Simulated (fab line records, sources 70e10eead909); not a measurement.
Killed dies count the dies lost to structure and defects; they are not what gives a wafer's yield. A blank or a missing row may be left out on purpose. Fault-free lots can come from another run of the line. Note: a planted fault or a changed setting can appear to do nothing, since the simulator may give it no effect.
A lot that was struck, set against a sound lot || flow nand-harc || 14 out of 1159 route steps
Sound: the wafers L389.1, L389.3, L389.4. Wafers struck: L402.1, L402.2, L402.4. At the end, the cause is stated.
For every step that has rows: the tool of each side, followed by ch and its chambers, followed by its first start. Under that, the readings that differ: sound wafers || struck wafers || difference of the means || sigmas: that difference in standard deviations of wafers without a fault.
alike: same words and numbers on both sides, and readings whose means sit less than 2 such deviations apart. not compared: any withheld reading, any reading some wafer has no value for, any bound like >300 that may hide the same value, and any number with overlapping values for which the record gives no deviation.
Wherever a step has rows on one side only, a row that says differs or no value, or a row with sigmas, the two part there. Numbers that have no deviation but don't overlap get no sigmas and don't part them. A reading missing from all wafers of one side parts the sides only when that side holds two or more wafers.

first, 1 step without rows for these wafers: NHARC_P_GATE_STRIP_96 (strips in SPM, time 900 s).
NHARC_P_GATE_RTA_64: time 1 s.
  sound on rtp-anneal-02 ch 0, day 5 21:07; struck on rtp-anneal-01 ch 0, day 9 01:52
  alike: lamp-power-pct, wafer_temp_C_max
then, 1 step without rows for these wafers: NHARC_P_GATE_ETCH_77 (etches SiO2 in dHF, target depth 6 nm).
NHARC_P_GATE_DEGAS_109: time 60 s.
  sound on pvd-sputter-01 at day 5 21:35; struck on pvd-sputter-01 at day 9 02:11
  alike: heater-power-w
then, 3 steps without rows for these wafers: NHARC_P_GATE_PRE_CLEAN_110 (time 30 s); NHARC_P_GATE_SPUTTER_78 (material Ni, target thk 10 nm); NHARC_P_GATE_SPUTTER_79 (material TiN, target thk 10 nm).
NHARC_P_GATE_RTA_80: time 30 s.
  sound on rtp-anneal-02 ch 0, day 5 21:53; struck on rtp-anneal-02 ch 0, day 9 02:36
  alike: lamp-power-pct, wafer_temp_C_max
then, 1 step without rows for these wafers: NHARC_P_GATE_STRIP_67 (strips in SPM, time 600 s).
NHARC_P_GATE_RTA_82: time 30 s.
  sound on rtp-anneal-01 ch 0, day 5 22:45; struck on rtp-anneal-01 ch 0, day 9 03:04
  alike: lamp-power-pct, wafer_temp_C_max
NHARC_P_GATE_INSPECT_68:
  sound on defect-inspect-01 at day 5 22:57; struck on defect-inspect-01 at day 9 03:16
  alike: raw-defect-count
then, 1 step without rows for these wafers: NHARC_P_CONTACT_DEP_30 (deposits SiNx, target thk 30 nm).
NHARC_P_CONTACT_DEP_00: deposits SiO2, target thk 500 nm.
  sound on pecvd-01 ch 0,1, day 5 23:19; struck on pecvd-01 ch 0,2, day 9 03:44
{"reading": "mfc-precursor-sccm (sccm)", "sound": "161.6 161.6 161.4", "struck": "61.1 62.0 60.9", "difference": -100.2, "sigmas": "-99 or more"}
{"reading": "throttle-valve-pct (%)", "sound": "15.8 16.2 16.3", "struck": "14.8 14.8 14.8", "difference": -1.3, "sigmas": -3}
  alike: heater-power-w, rf-fwd-power-W
NHARC_P_CONTACT_CMP_01: polishes SiO2, target thk 200 nm.
  sound on cmp-03 ch 0,1,2, day 5 23:46; struck on cmp-03 ch 0,1,2, day 9 04:14
  alike: motor-current-A

WHERE THEY PART
At NHARC_P_CONTACT_DEP_00 and nowhere else, as far as this record goes. Later steps at which nothing parts them and some readings are alike: NHARC_P_CONTACT_CMP_01.

WHY: the cause the simulator had injected
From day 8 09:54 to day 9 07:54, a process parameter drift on pecvd-01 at NHARC_P_CONTACT_DEP_00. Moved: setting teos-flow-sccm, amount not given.
